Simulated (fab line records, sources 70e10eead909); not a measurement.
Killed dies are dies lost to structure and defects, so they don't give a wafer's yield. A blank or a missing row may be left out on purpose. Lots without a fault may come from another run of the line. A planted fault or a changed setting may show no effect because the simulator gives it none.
Which tool did it? | flow nand_harc | 12 lots, 36 wafers sampled, at 5 steps of a route of 1302

WHAT THE GAUGES READ, wafer by wafer
NHARC_END_SORT_01. Usual: killed_at_array 51, standard deviation 18; killed_at_other 1.0, standard deviation 1.2; killed_at_periphery 3.7, standard deviation 2.9; killed_dies 55, standard deviation 19; killed_open 3.5, standard deviation 1.9; killed_short 2.6, standard deviation 1.6.
lot  | measured     | on        | killed_at_array | killed_at_other | killed_at_periphery | killed_dies | killed_open | killed_short | flag
L951 | day 32 03:34 | prober-01 | 670 668 673     | 1 4 1           | 6 5 3               | 677 677 677 | 5 6 2       | 1 3 1        | OFF
L952 | day 31 20:42 | prober-02 | 669 673 673     | 3 4 3           | 5 0 1               | 677 677 677 | 6 1 3       | 7 3 4        | OFF

WHICH TOOL RAN EACH LOT (tool, then ch and the chambers of the sampled wafers, then the start)
lot  | NHARC_A_STAIRCASE_STRIP_205          | NHARC_A_STAIRCASE_ETCH_221                    | NHARC_A_STAIRCASE_TRIM_222                    | NHARC_A_STAIRCASE_ETCH_223
L936 | plasma_asher-02 ch 0,1, day 17 12:24 | rie_diel-06 ch 1,2,3, day 17 14:16 or earlier | rie_diel-06 ch 1,2, day 17 14:16 or earlier   | rie_diel-06 ch 0,1,3, day 17 14:16
L938 | plasma_asher-02 ch 0,1, day 17 22:10 | rie_diel-09 ch 0,3, day 18 00:13 or earlier   | rie_diel-09 ch 0,3, day 18 00:13 or earlier   | rie_diel-09 ch 0,1,3, day 18 00:13
L939 | plasma_asher-01 ch 0,1, day 17 22:18 | rie_diel-13 ch 0,1,2, day 18 00:18 or earlier | rie_diel-13 ch 0,1,2, day 18 00:18 or earlier | rie_diel-13 ch 1,2,3, day 18 00:18
L940 | plasma_asher-02 ch 1, day 18 19:06   | rie_diel-13 ch 0,1, day 18 23:46 or earlier   | rie_diel-13 ch 0,2,3, day 18 23:46 or earlier | rie_diel-13 ch 0,1, day 18 23:46
L941 | plasma_asher-01 ch 0,1, day 19 06:53 | rie_diel-06 ch 0,1,2, day 19 08:44 or earlier | rie_diel-06 ch 0,1,3, day 19 08:44 or earlier | rie_diel-06 ch 0,1,2, day 19 08:44
L948 | plasma_asher-01 ch 0,1, day 22 10:49 | rie_diel-06 ch 2,3, day 22 12:40 or earlier   | rie_diel-06 ch 0,2,3, day 22 12:40 or earlier | rie_diel-06 ch 1,2,3, day 22 12:40
L951 | plasma_asher-01 ch 0,1, day 23 11:10 | rie_diel-06 ch 1,3, day 23 13:14 or earlier   | rie_diel-06 ch 0,3, day 23 13:14 or earlier   | rie_diel-06 ch 0,1,3, day 23 13:14
L952 | plasma_asher-02 ch 0,1, day 23 11:36 | rie_diel-13 ch 0,1, day 23 13:44 or earlier   | rie_diel-13 ch 1,3, day 23 13:44 or earlier   | rie_diel-13 ch 0,1,2, day 23 13:44
L953 | plasma_asher-01 ch 0,1, day 24 16:53 | rie_diel-13 ch 0,1,2, day 24 18:46 or earlier | rie_diel-13 ch 2,3, day 24 18:46 or earlier   | rie_diel-13 ch 1,2, day 24 18:46
L954 | plasma_asher-02 ch 0,1, day 25 00:12 | rie_diel-06 ch 0,1,2, day 25 02:08 or earlier | rie_diel-06 ch 1,2, day 25 02:08 or earlier   | rie_diel-06 ch 0,3, day 25 02:08
L955 | plasma_asher-01 ch 0,1, day 25 12:22 | rie_diel-06 ch 0,1, day 25 14:10 or earlier   | rie_diel-06 ch 0,1,3, day 25 14:10 or earlier | rie_diel-06 ch 0,1, day 25 14:10
L956 | plasma_asher-02 ch 0,1, day 25 12:32 | rie_diel-06 ch 1,3, day 25 17:53 or earlier   | rie_diel-06 ch 0,1,2, day 25 17:53 or earlier | rie_diel-06 ch 0,2,3, day 25 17:53
- NHARC_A_STAIRCASE_STRIP_205: strips in O2.
- NHARC_A_STAIRCASE_ETCH_221: etches the open film in C4F8/O2, target depth 100 nm, time 40.5 s.
- NHARC_A_STAIRCASE_TRIM_222: chemistry O2, time 211.2 s.
- NHARC_A_STAIRCASE_ETCH_223: etches the open film in C4F8/O2, target depth 100 nm, time 40.5 s.

WHAT THE TOOLS THEMSELVES READ (means of the sampled wafers that have a number; where no wafer has one, the mark that the record gives instead)
NHARC_A_STAIRCASE_STRIP_205. Usual: drypump_motor_current_A 5.5 A, standard deviation 0.59; heater_power_w 361 W, standard deviation 22.
lot  | tool            | drypump_motor_current_A (A) | heater_power_w (W) | flag
L936 | plasma_asher-02 | 4.9                         | 367                |
L938 | plasma_asher-02 | 5.1                         | 376                |
L939 | plasma_asher-01 | 6.2                         | 343                |
L940 | plasma_asher-02 | 4.8                         | 358                |
L941 | plasma_asher-01 | 6.1                         | 347                |
L948 | plasma_asher-01 | 6.0                         | 345                |
L951 | plasma_asher-01 | 6.0                         | 351                |
L952 | plasma_asher-02 | 5.1                         | 379                |
L953 | plasma_asher-01 | 6.1                         | 360                |
L954 | plasma_asher-02 | 4.9                         | 381                |
L955 | plasma_asher-01 | 6.2                         | 345                |
L956 | plasma_asher-02 | 4.9                         | 376                |

NHARC_A_STAIRCASE_ETCH_221. Usual: bias_w 1000 W, standard deviation 3; chamber_pressure_mTorr 25.001 mTorr, standard deviation 0.024; oes_product_au 0.940 a.u., standard deviation 0.014; rf_vpp_V 897 V, standard deviation 4.9.
lot  | tool        | bias_w (W) | chamber_pressure_mTorr (mTorr) | oes_product_au (a.u.) | rf_vpp_V (V) | flag
L936 | rie_diel-06 | 999        | 25.003                         | 0.932                 | 899          |
L938 | rie_diel-09 | 1003       | 24.984                         | 0.947                 | 889          |
L939 | rie_diel-13 | 1002       | 24.996                         | 0.953                 | 901          |
L940 | rie_diel-13 | 1000       | 25.024                         | 0.921                 | 902          |
L941 | rie_diel-06 | 997        | 25.016                         | 0.916                 | 900          |
L948 | rie_diel-06 | 999        | 25.015                         | 0.952                 | 896          |
L951 | rie_diel-06 | 1002       | 25.004                         | 0.943                 | 896          |
L952 | rie_diel-13 | 1001       | 25.011                         | 0.931                 | 899          |
L953 | rie_diel-13 | 1002       | 24.996                         | 0.932                 | 900          |
L954 | rie_diel-06 | 1001       | 25.003                         | 0.944                 | 899          |
L955 | rie_diel-06 | 1001       | 25.001                         | 0.958                 | 898          |
L956 | rie_diel-06 | 998        | 25.033                         | 0.931                 | 896          |

NHARC_A_STAIRCASE_TRIM_222. Usual: drypump_motor_current_A 5.8 A, standard deviation 0.48; oes_product_au 1.001 a.u., standard deviation 0.01; rf_vpp_V 57.8 V, standard deviation 0.88; showerhead_plenum_p_Torr 3.57 Torr, standard deviation 0.14; throttle_valve_pct 17.038 %, standard deviation 0.0099.
lot  | tool        | drypump_motor_current_A (A) | oes_product_au (a.u.) | rf_vpp_V (V) | showerhead_plenum_p_Torr (Torr) | throttle_valve_pct (%) | flag
L936 | rie_diel-06 | 5.7                         | 0.997                 | 57.9         | 3.66                            | 17.043                 |
L938 | rie_diel-09 | 5.3                         | 1.006                 | 58.5         | 3.44                            | 17.038                 |
L939 | rie_diel-13 | 5.2                         | 0.995                 | 58.0         | 3.65                            | 17.054                 |
L940 | rie_diel-13 | 5.5                         | 0.993                 | 58.0         | 3.57                            | 17.037                 |
L941 | rie_diel-06 | 6.1                         | 1.000                 | 58.0         | 3.53                            | 17.035                 |
L948 | rie_diel-06 | 5.8                         | 1.007                 | 57.7         | 3.58                            | 17.043                 |
L951 | rie_diel-06 | 6.2                         | 1.001                 | 58.2         | 3.47                            | 17.037                 |
L952 | rie_diel-13 | 5.7                         | 0.980                 | 57.8         | 3.48                            | 17.046                 |
L953 | rie_diel-13 | 6.0                         | 0.985                 | 57.8         | 3.42                            | 17.038                 |
L954 | rie_diel-06 | 5.7                         | 1.004                 | 57.8         | 3.63                            | 17.025                 |
L955 | rie_diel-06 | 6.1                         | 1.001                 | 57.3         | 3.50                            | 17.035                 |
L956 | rie_diel-06 | 5.6                         | 1.004                 | 58.0         | 3.60                            | 17.033                 |

NHARC_A_STAIRCASE_ETCH_223. Usual: bias_w 999.9 W, standard deviation 3; chamber_pressure_mTorr 25.002 mTorr, standard deviation 0.023; oes_product_au 0.942 a.u., standard deviation 0.01; rf_vpp_V 898 V, standard deviation 5.1.
lot  | tool        | bias_w (W) | chamber_pressure_mTorr (mTorr) | oes_product_au (a.u.) | rf_vpp_V (V) | flag
L936 | rie_diel-06 | 998.6      | 25.018                         | 0.932                 | 896          |
L938 | rie_diel-09 | 1000.2     | 25.010                         | 0.955                 | 896          |
L939 | rie_diel-13 | 1000.1     | 24.974                         | 0.950                 | 895          |
L940 | rie_diel-13 | 998.1      | 24.989                         | 0.941                 | 901          |
L941 | rie_diel-06 | 998.5      | 25.005                         | 0.934                 | 899          |
L948 | rie_diel-06 | 1003.6     | 24.987                         | 0.941                 | 899          |
L951 | rie_diel-06 | -          | -                              | -                     | -            | OFF
L952 | rie_diel-13 | -          | -                              | -                     | -            | OFF
L953 | rie_diel-13 | 1000.9     | 24.993                         | 0.935                 | 898          |
L954 | rie_diel-06 | 998.5      | 25.007                         | 0.941                 | 894          |
L955 | rie_diel-06 | 997.8      | 25.015                         | 0.948                 | 897          |
L956 | rie_diel-06 | 1001.5     | 24.996                         | 0.935                 | 897          |

THE ANSWER, worked out from the rows above alone
Rule: a lot is off if the mean of its wafers that have a number lies more than 3 standard deviations from the usual mean. A lot without any number at a reading at which 4 lots or more have one is off too. The other lots that the step has rows for count as sound. The gauges are gone through in route order, then the tools' own readings, and for those a lot's mean is taken as printed above. The first step at which some lot is off is used, and at that step the reading that is off furthest; a lot without a number counts as furthest.
Off: L951, L952, at NHARC_END_SORT_01 (killed_at_array). Neither off nor sound, because the step has no rows for them: L936, L938, L939, L940, L941, L948, L953, L954, L955, L956.
A tool fits if, at a process step before that reading, it ran every lot that is off, and no sound lot after the first of them. The gauges at NHARC_END_SORT_01 aren't tried: what is off there is off at NHARC_A_STAIRCASE_ETCH_223 too, on other tools, and a gauge's error can't cause that. NHARC_A_STAIRCASE_ETCH_221 gives no start for some lots, so the hours and the order of its lots are those of NHARC_A_STAIRCASE_ETCH_223. NHARC_A_STAIRCASE_TRIM_222 gives no start for some lots, so the hours and the order of its lots are those of NHARC_A_STAIRCASE_ETCH_223. None of those tried fits.

WHAT THE SIMULATOR HAD PUT IN
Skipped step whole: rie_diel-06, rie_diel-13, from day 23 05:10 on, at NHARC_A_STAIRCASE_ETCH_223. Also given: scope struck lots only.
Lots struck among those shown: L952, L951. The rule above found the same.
